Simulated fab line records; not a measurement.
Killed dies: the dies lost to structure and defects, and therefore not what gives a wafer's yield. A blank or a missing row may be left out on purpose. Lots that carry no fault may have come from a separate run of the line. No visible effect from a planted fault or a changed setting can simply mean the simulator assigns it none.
Which tool was responsible? :: flow nand-harc :: 36 wafers from 12 lots sampled at 2 of the route's 1302 steps

== WHAT EACH GAUGE READ, for each wafer ==
NHARC_P_CONTACT_OVL_MEAS_13.
lot: L074
measured: day 6 06:28
on: overlay-02
overlay-x-nm (nm): -0.2 0.3 -0.5

lot: L077
measured: day 7 13:41
on: overlay-01
overlay-x-nm (nm): 0.0 0.0 0.2

lot: L079
measured: day 8 01:26
on: overlay-02
overlay-x-nm (nm): -0.9 -1.5 -0.7

lot: L081
measured: day 8 15:17
on: overlay-01
overlay-x-nm (nm): -0.5 -0.5 -1.0

lot: L083
measured: day 9 10:01
on: overlay-02
overlay-x-nm (nm): 0.7 0.7 0.7

lot: L085
measured: day 10 07:46
on: overlay-01
overlay-x-nm (nm): 0.8 0.1 0.4

lot: L087
measured: day 11 22:52
on: overlay-02
overlay-x-nm (nm): 0.2 0.1 -0.5

lot: L089
measured: day 12 10:49
on: overlay-01
overlay-x-nm (nm): -1.0 -0.6 -0.6

lot: L091
measured: day 13 09:54
on: overlay-01
overlay-x-nm (nm): -0.6 -0.5 -0.8

lot: L093
measured: day 14 00:59
on: overlay-01
overlay-x-nm (nm): 0.1 0.1 0.2

lot: L095
measured: day 14 16:32
on: overlay-01
overlay-x-nm (nm): -0.1 0.0 -0.2

lot: L097
measured: day 15 06:50
on: overlay-02
overlay-x-nm (nm): -0.2 0.6 0.1

== TOOL THAT RAN EACH LOT (tool first, then ch and the chambers of the sampled wafers, then the start) ==
lot: L074
NHARC_P_CONTACT_DEP_30: pecvd-04 ch 0,1,2, day 6 04:53

lot: L077
NHARC_P_CONTACT_DEP_30: pecvd-01 ch 0,1,2, day 7 12:15

lot: L079
NHARC_P_CONTACT_DEP_30: pecvd-03 ch 0,1, day 7 23:58

lot: L081
NHARC_P_CONTACT_DEP_30: pecvd-01 ch 0,1,2, day 8 13:39

lot: L083
NHARC_P_CONTACT_DEP_30: pecvd-04 ch 0,2, day 9 08:24

lot: L085
NHARC_P_CONTACT_DEP_30: pecvd-03 ch 0,2, day 10 06:20

lot: L087
NHARC_P_CONTACT_DEP_30: pecvd-03 ch 0,1, day 11 21:17

lot: L089
NHARC_P_CONTACT_DEP_30: pecvd-03 ch 1,2, day 12 09:20

lot: L091
NHARC_P_CONTACT_DEP_30: pecvd-01 ch 0,1,2, day 13 08:17

lot: L093
NHARC_P_CONTACT_DEP_30: pecvd-03 ch 0,2, day 13 23:33

lot: L095
NHARC_P_CONTACT_DEP_30: pecvd-03 ch 0,1,2, day 14 15:02

lot: L097
NHARC_P_CONTACT_DEP_30: pecvd-03 ch 0,2, day 15 05:22
- NHARC_P_CONTACT_DEP_30: deposits SiNx, target thk 30 nm.

== THE ANSWER, worked out from the rows above alone ==
Rule: usual is defined by the lots themselves. The widest of any qualifying gaps counts: lots, ordered by their means at a reading, are off when they make up no more than a third of the lots, leave a main group of 4 or more, and stand apart from it by 3 or more times the standard deviation of that group's means. A main group whose means are all the same, to the digits that the tables above print for the reading, isn't used. A lot without any number at a reading at which 4 lots or more have one is off too. Any other lot the step has rows for is counted as sound.
Across all readings shown, no lot is off: no conclusion can be drawn from this.

== WHAT THE SIMULATOR PUT IN ==
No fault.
